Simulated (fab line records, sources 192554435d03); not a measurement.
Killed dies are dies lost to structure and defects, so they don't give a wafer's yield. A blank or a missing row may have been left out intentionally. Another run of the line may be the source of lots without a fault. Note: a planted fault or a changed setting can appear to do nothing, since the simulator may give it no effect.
2 desks looking at one fault :: flow n5 finfet :: each desk holds nothing but its own numbers, with what lay behind them at the end

## THE METROLOGY DESK
What the gauges read for every lot (on any tool): the sampled wafers with a number, averaged. The brackets show how far a lot's mean lies from the usual mean; more than 4 standard deviations puts the lot out of limits, marked OUT.
Columns: A = cd nm at N5_MIM_TOP_LITHO_CD_MEAS_08, usual 1999.7 nm
lot: L356
first seen here: day 12 10:50
A: 1999.9

lot: L357
first seen here: day 12 15:20
A: 1997.5

lot: L361
first seen here: day 13 14:06
A: 2000.2

lot: L362
first seen here: day 13 21:02
A: 1999.6

lot: L369
first seen here: day 15 13:47
A: 2000.9

lot: L370
first seen here: day 15 15:55
A: 2000.4

lot: L375
first seen here: day 16 09:08
A: 1998.8

lot: L373
first seen here: day 16 13:23
A: 1999.1

lot: L376
first seen here: day 17 06:41
A: 2000.7

lot: L371
first seen here: day 18 05:26
A: 1999.4
This desk found nothing out of limits on any of the 10 lots.

## TOOL OWNER'S DESK, rie diel-03
The tool's own readings at N5_PASSIVATION_VIA_ETCH_13 (etches SiO2 in CHF3/O2, target depth 660 nm, time 330 s): means of the sampled wafers that have a number, for each lot that ran on this tool. The brackets show how far a lot's mean lies from the usual mean; more than 4 standard deviations puts the lot out of limits, marked OUT. It has 10 readings, of which 7 appear: the earliest out of limits, and the ones furthest out on some lot.
Columns: A = CHF3_flow_sccm at N5_PASSIVATION_VIA_ETCH_13, usual 49.99 sccm; B = etch rf on time s at N5_PASSIVATION_VIA_ETCH_13, usual 235 s; C = oes_f_703_au at N5_PASSIVATION_VIA_ETCH_13, usual 0.79 a.u.; D = oes product au at N5_PASSIVATION_VIA_ETCH_13, usual 0.72 a.u.; E = rf fwd power W at N5_PASSIVATION_VIA_ETCH_13, usual 647.9 W; F = rf vpp V at N5_PASSIVATION_VIA_ETCH_13, usual 521 V; G = showerhead plenum p Torr at N5_PASSIVATION_VIA_ETCH_13, usual 2.42 Torr
lot: L356
first seen here: day 12 13:13
A: 50.01
B: 238
C: 0.74
D: 0.67
E: 645.1
F: 516
G: 2.34

lot: L357
first seen here: day 12 18:30
A: 49.97
B: 238
C: 0.80
D: 0.73
E: 645.9
F: 519
G: 2.43

lot: L361
first seen here: day 13 18:50
A: 49.87
B: 241
C: 0.68
D: 0.66
E: 595.6 (-24) OUT
F: 544 (+4.8) OUT
G: 2.37

lot: L362
first seen here: day 14 00:56
A: 50.07
B: 240
C: 0.70
D: 0.68
E: 594.3 (-24) OUT
F: 545 (+4.9) OUT
G: 2.41

lot: L371
first seen here: day 18 10:33
A: 49.93
B: 236
C: 0.88
D: 0.80
E: 647.0
F: 520
G: 2.55
This desk's finding: out of limits on L361, L362; first on L361, day 13 18:50 (rf fwd power W at N5_PASSIVATION_VIA_ETCH_13). L356, L357, L371: within limits.

## TAKEN TOGETHER
At day 13 18:50, on L361, L362, the tool owner's desk was in a position to raise an alarm.
At the metrology desk, nothing out of limits was observed.
The metrology desk has L361, L362 on record, within its limits.
Of the lots named, all ran N5_PASSIVATION_VIA_ETCH_13 on rie diel-03.

## WHAT HAD BEEN PUT IN BY THE SIMULATOR
rie diel-03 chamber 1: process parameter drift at N5_PASSIVATION_VIA_ETCH_13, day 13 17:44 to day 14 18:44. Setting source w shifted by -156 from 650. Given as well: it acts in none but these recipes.
Lots struck among those shown: L361, L362.
How many hours passed from the start of the fault until each desk's first out-of-limits reading: the tool owner's desk, 1.
